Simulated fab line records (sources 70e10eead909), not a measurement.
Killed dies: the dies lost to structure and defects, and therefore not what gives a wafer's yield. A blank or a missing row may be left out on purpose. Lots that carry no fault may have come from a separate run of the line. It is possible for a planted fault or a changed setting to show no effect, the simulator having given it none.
Which tool was responsible?	flow nand-harc	72 wafers from 24 lots sampled at 5 of the route's 1159 steps

== WHAT THE GAUGES SHOWED, per wafer ==
NHARC_A_BLC_CD_MEAS_19.
lot	measured	on	cd-nm (nm)
L074	day 16 21:03	cd-sem-01	99.0 98.4 99.2
L075	day 17 12:35	cd-sem-02	103.2 99.5 104.5
L076	day 17 17:55	cd-sem-03	100.5 96.7 100.5
L077	day 17 19:38	cd-sem-01	104.6 103.0 99.4
L078	day 18 00:38	cd-sem-03	104.3 101.6 99.6
L082	day 18 17:19	cd-sem-03	94.3 97.9 95.9
L079	day 18 22:38	cd-sem-03	99.9 99.6 100.7
L080	day 19 00:38	cd-sem-02	98.7 102.1 102.1
L081	day 19 05:55	cd-sem-02	98.2 104.6 102.6
L085	day 19 17:03	cd-sem-02	101.1 98.3 99.9
L084	day 19 17:23	cd-sem-02	100.8 101.5 99.1
L087	day 19 21:37	cd-sem-01	100.8 99.0 96.7
L086	day 19 22:16	cd-sem-03	99.0 99.0 99.6
L083	day 20 01:11	cd-sem-01	99.9 100.0 96.9
L089	day 20 14:26	cd-sem-01	98.1 101.5 95.5
L088	day 20 15:00	cd-sem-03	98.2 103.8 98.1
L090	day 21 15:50	cd-sem-03	102.2 105.7 99.7
L092	day 21 17:34	cd-sem-01	95.1 95.9 96.9
L093	day 21 18:05	cd-sem-01	95.6 96.0 99.7
L094	day 21 19:35	cd-sem-02	100.0 100.5 102.5
L091	day 22 01:55	cd-sem-02	104.8 100.2 103.0
L096	day 22 23:10	cd-sem-03	97.4 98.2 96.9
L095	day 23 01:28	cd-sem-03	100.5 100.2 100.9
L097	day 23 10:54	cd-sem-02	101.9 100.7 101.3

NHARC_A_M0_INSPECT_27.
lot	measured	on	raw-defect-count
L074	day 17 03:07	defect-inspect-01	462 306 307
L075	day 17 20:47	defect-inspect-02	415 375 389
L076	day 18 02:49	defect-inspect-01	434 372 513
L077	day 18 03:52	defect-inspect-01	317 517 509
L078	day 18 06:18	defect-inspect-01	370 465 310
L082	day 19 00:54	defect-inspect-01	517 544 587
L079	day 19 04:46	defect-inspect-01	298 346 411
L080	day 19 06:19	defect-inspect-01	495 330 321
L081	day 19 18:43	defect-inspect-01	614 584 559
L085	day 19 22:29	defect-inspect-02	547 467 334
L084	day 19 22:56	defect-inspect-02	409 275 238
L087	day 20 03:18	defect-inspect-01	342 436 587
L086	day 20 03:52	defect-inspect-01	371 534 541
L083	day 20 06:59	defect-inspect-02	410 452 507
L089	day 20 22:19	defect-inspect-01	388 513 599
L088	day 20 23:11	defect-inspect-01	531 480 347
L090	day 22 02:08	defect-inspect-02	420 437 417
L092	day 22 02:35	defect-inspect-02	409 493 616
L093	day 22 03:04	defect-inspect-01	427 479 575
L094	day 22 04:07	defect-inspect-02	470 412 449
L091	day 22 14:19	defect-inspect-02	341 436 562
L096	day 23 04:46	defect-inspect-02	464 427 486
L095	day 23 07:26	defect-inspect-01	430 352 373
L097	day 23 19:21	defect-inspect-01	789 359 480

NHARC_A_M1_OVL_MEAS_10: pitch 240 nm.
lot	measured	on	overlay-x-nm (nm)	overlay-y-nm (nm)
L074	day 17 04:40	overlay-02	0.1 0.6 0.4	0.9 0.3 0.3
L075	day 17 22:17	overlay-02	-0.5 -0.4 -0.6	0.1 0.5 0.0
L076	day 18 04:13	overlay-02	-0.1 0.2 -0.2	-0.4 -0.9 -0.5
L077	day 18 07:05	overlay-02	-0.2 -0.1 0.4	0.5 0.1 -0.1
L078	day 18 07:40	overlay-02	-0.7 -0.4 -0.2	-1.3 -0.7 -1.7
L082	day 19 03:02	overlay-02	0.3 0.3 0.4	-0.8 -0.8 -0.7
L079	day 19 06:17	overlay-02	-0.9 -0.9 -0.5	0.0 -0.1 -0.1
L080	day 19 07:49	overlay-02	-0.7 -0.4 -1.4	-0.1 -0.2 0.1
L081	day 19 20:19	overlay-02	0.1 -0.2 -0.3	0.4 0.9 0.5
L085	day 20 00:10	overlay-02	0.8 0.3 0.2	-0.3 -0.2 0.0
L084	day 20 00:17	overlay-02	-0.3 -0.3 -0.6	1.7 1.9 2.1
L087	day 20 04:57	overlay-02	-0.5 0.3 0.3	-0.4 -0.1 0.5
L086	day 20 05:22	overlay-02	-1.2 -1.3 -1.0	-0.2 -0.2 -0.1
L083	day 20 08:29	overlay-02	0.1 0.1 0.2	1.4 2.6 2.2
L089	day 20 23:40	overlay-02	-0.3 0.3 0.7	1.0 0.1 0.6
L088	day 21 00:40	overlay-02	0.1 -0.1 0.7	0.6 0.2 0.5
L090	day 22 03:38	overlay-01	-1.2 -1.5 -1.5	-0.8 -1.4 -1.2
L092	day 22 04:14	overlay-01	1.1 1.1 0.6	-0.7 -1.0 -0.6
L093	day 22 04:33	overlay-01	0.1 0.6 0.6	0.5 0.2 0.2
L094	day 22 05:35	overlay-02	1.0 0.8 1.1	0.4 1.2 0.9
L091	day 22 16:23	overlay-02	-0.2 -0.8 -0.6	0.5 0.3 0.4
L096	day 23 06:14	overlay-02	0.2 0.1 0.1	0.2 -0.5 0.1
L095	day 23 08:56	overlay-01	1.4 1.9 1.3	1.0 1.1 0.9
L097	day 23 20:50	overlay-02	0.6 0.8 0.0	-0.1 -0.5 -0.4

== EACH LOT AND THE TOOL THAT RAN IT (in order: tool; ch and the chambers of the sampled wafers; start) ==
lot	NHARC_A_CONTACT_ETCH_98	NHARC_A_M0_CMP_23
L074	rie-diel-10 ch 0,1,3, day 16 21:03 or earlier	cmp-01 ch 0,1, day 17 02:37
L075	rie-diel-10 ch 1,2,3, day 17 12:35 or earlier	cmp-02 ch 0,1,2, day 17 20:19
L076	rie-diel-10 ch 2,3, day 17 17:55 or earlier	cmp-02 ch 1,2, day 18 02:20
L077	rie-diel-10 ch 0,2,3, day 17 19:38 or earlier	cmp-02 ch 0,1,2, day 18 03:23
L078	rie-diel-10 ch 0,3, day 18 00:38 or earlier	cmp-01 ch 0,2, day 18 05:49
L082	rie-diel-10 ch 0,1, day 18 17:19 or earlier	cmp-03 ch 0,1, day 19 00:26
L079	rie-diel-10 ch 1,3, day 18 22:38 or earlier	cmp-02 ch 1,3, day 19 04:19
L080	rie-diel-10 ch 1,3, day 18 20:19	cmp-03 ch 0,2,3, day 19 05:55
L081	rie-diel-10 ch 1,2,3, day 19 00:54	cmp-01 ch 0,2,3, day 19 18:15
L085	rie-diel-12 ch 0,1, day 19 17:03 or earlier	cmp-01 ch 0,1,3, day 19 22:03
L084	rie-diel-10 ch 2,3, day 19 17:23 or earlier	cmp-02 ch 0,1,2, day 19 22:27
L087	rie-diel-03 ch 0,1,2, day 19 21:37 or earlier	cmp-02 ch 1,2,3, day 20 02:53
L086	rie-diel-03 ch 0,2,3, day 19 22:16 or earlier	cmp-03 ch 0,3, day 20 03:24
L083	rie-diel-12 ch 0,2,3, day 20 01:11 or earlier	cmp-03 ch 1,2, day 20 06:31
L089	rie-diel-03 ch 1,2,3, day 20 14:26 or earlier	cmp-01 ch 0,1,2, day 20 21:50
L088	rie-diel-12 ch 0,2,3, day 20 15:00 or earlier	cmp-02 ch 1,2,3, day 20 22:43
L090	rie-diel-10 ch 0,1,2, day 21 15:50 or earlier	cmp-03 ch 0,1,2, day 22 01:45
L092	rie-diel-10 ch 0,2,3, day 21 13:14	cmp-03 ch 0,1,3, day 22 02:11
L093	rie-diel-03 ch 1,2,3, day 21 18:05 or earlier	cmp-02 ch 0,1,3, day 22 02:36
L094	rie-diel-10 ch 0,2,3, day 21 15:21	cmp-01 ch 0,1,3, day 22 03:39
L091	rie-diel-10 ch 1,2,3, day 22 01:55 or earlier	cmp-03 ch 0,1, day 22 13:50
L096	rie-diel-03 ch 1,2,3, day 22 23:10 or earlier	cmp-01 ch 0,1,3, day 23 04:19
L095	rie-diel-03 ch 1,2, day 23 01:28 or earlier	cmp-01 ch 0,1,3, day 23 07:01
L097	rie-diel-12 ch 1,2, day 23 10:54 or earlier	cmp-03 ch 2,3, day 23 18:55
- NHARC_A_CONTACT_ETCH_98: etches the open film in C4F6/O2, target depth 20 nm, time 10 s.
- NHARC_A_M0_CMP_23: polishes, t overpolish 20 s, target thk 113.75 nm.

== WHAT THE TOOLS THEMSELVES READ (means of the sampled wafers that have a number; where no wafer has one, the mark that the record gives instead) ==
NHARC_A_CONTACT_ETCH_98.
lot	tool	drypump-motor-current-A (A)	o2-flow-sccm (sccm)	oes-product-au (a.u.)	rf-vpp-V (V)	showerhead-plenum-p-Torr (Torr)	throttle-valve-pct (%)
L074	rie-diel-10	5.9	20.00	1.009	546.0	3.86	26.899
L075	rie-diel-10	5.9	20.03	0.974	542.9	3.74	26.903
L076	rie-diel-10	5.4	20.03	0.972	541.6	3.68	26.903
L077	rie-diel-10	5.4	19.93	0.944	544.1	3.80	26.897
L078	rie-diel-10	5.4	20.01	0.958	545.0	3.82	26.908
L082	rie-diel-10	6.3	19.97	0.971	545.8	3.90	26.910
L079	rie-diel-10	6.4	19.98	1.014	543.6	3.80	26.903
L080	rie-diel-10	6.4	20.02	0.966	544.0	3.80	26.898
L081	rie-diel-10	5.9	19.97	0.976	543.8	3.74	26.900
L085	rie-diel-12	5.8	19.97	0.958	544.4	3.83	26.901
L084	rie-diel-10	5.4	20.02	0.956	541.9	3.68	26.904
L087	rie-diel-03	5.1	19.99	0.964	547.0	3.94	26.911
L086	rie-diel-03	5.4	19.99	0.971	546.7	3.90	26.906
L083	rie-diel-12	5.7	20.01	0.944	548.6	4.00	26.899
L089	rie-diel-03	5.4	20.01	0.967	547.2	3.94	26.900
L088	rie-diel-12	5.7	20.03	0.930	548.1	4.00	26.903
L090	rie-diel-10	5.8	20.02	0.967	545.0	3.83	26.901
L092	rie-diel-10	5.4	20.01	0.957	544.7	3.79	26.909
L093	rie-diel-03	5.4	20.03	0.957	548.6	3.93	26.900
L094	rie-diel-10	5.4	19.96	0.960	545.4	3.79	26.896
L091	rie-diel-10	5.9	20.03	0.969	542.4	3.73	26.901
L096	rie-diel-03	5.4	19.97	0.970	548.1	3.92	26.909
L095	rie-diel-03	5.1	20.03	0.973	547.9	3.97	26.905
L097	rie-diel-12	6.0	19.98	0.948	547.3	3.95	26.897

NHARC_A_M0_CMP_23.
lot	tool	motor-current-A (A)	retaining-ring-pressure-frac	time-to-endpoint-s (s)
L074	cmp-01	12.0	1.001	32
L075	cmp-02	11.3	1.001	33
L076	cmp-02	11.4	1.002	31
L077	cmp-02	11.5	1.001	29
L078	cmp-01	13.7	0.995	26
L082	cmp-03	11.3	0.998	31
L079	cmp-02	12.1	1.001	32
L080	cmp-03	12.1	1.000	31
L081	cmp-01	12.5	1.006	30
L085	cmp-01	11.7	0.996	32
L084	cmp-02	11.2	1.000	28
L087	cmp-02	11.6	1.000	30
L086	cmp-03	11.2	0.998	29
L083	cmp-03	13.4	0.997	26
L089	cmp-01	13.0	1.004	31
L088	cmp-02	11.9	1.003	28
L090	cmp-03	12.3	1.001	30
L092	cmp-03	11.7	0.999	29
L093	cmp-02	12.4	1.001	28
L094	cmp-01	11.7	0.998	34
L091	cmp-03	11.4	0.994	30
L096	cmp-01	11.4	0.998	32
L095	cmp-01	11.8	0.998	31
L097	cmp-03	12.8	1.001	28

== THE ANSWER, worked out from the rows above alone ==
Rule: the lots themselves supply what counts as usual. Put in order of their means at a reading, lots are off if they are a third of the lots or fewer, leave a main group of 4 or more, and stand apart from it by a gap of 3 or more times the standard deviation of the main group's means; of several such gaps the widest counts. A main group is skipped when, at the precision printed for the reading in the tables above, its means are all equal. Also off: a lot with no number at a reading for which 4 or more lots have one. Any other lot the step has rows for is counted as sound. First the gauges in route order, then the tools' own readings, where a lot's mean is used as printed above. At the first step where some lot is off, the reading lying furthest off is the one used; lots without a number count as furthest.
Across all readings shown, no lot is off: no conclusion can be drawn from this.

== WHAT THE SIMULATOR PUT IN ==
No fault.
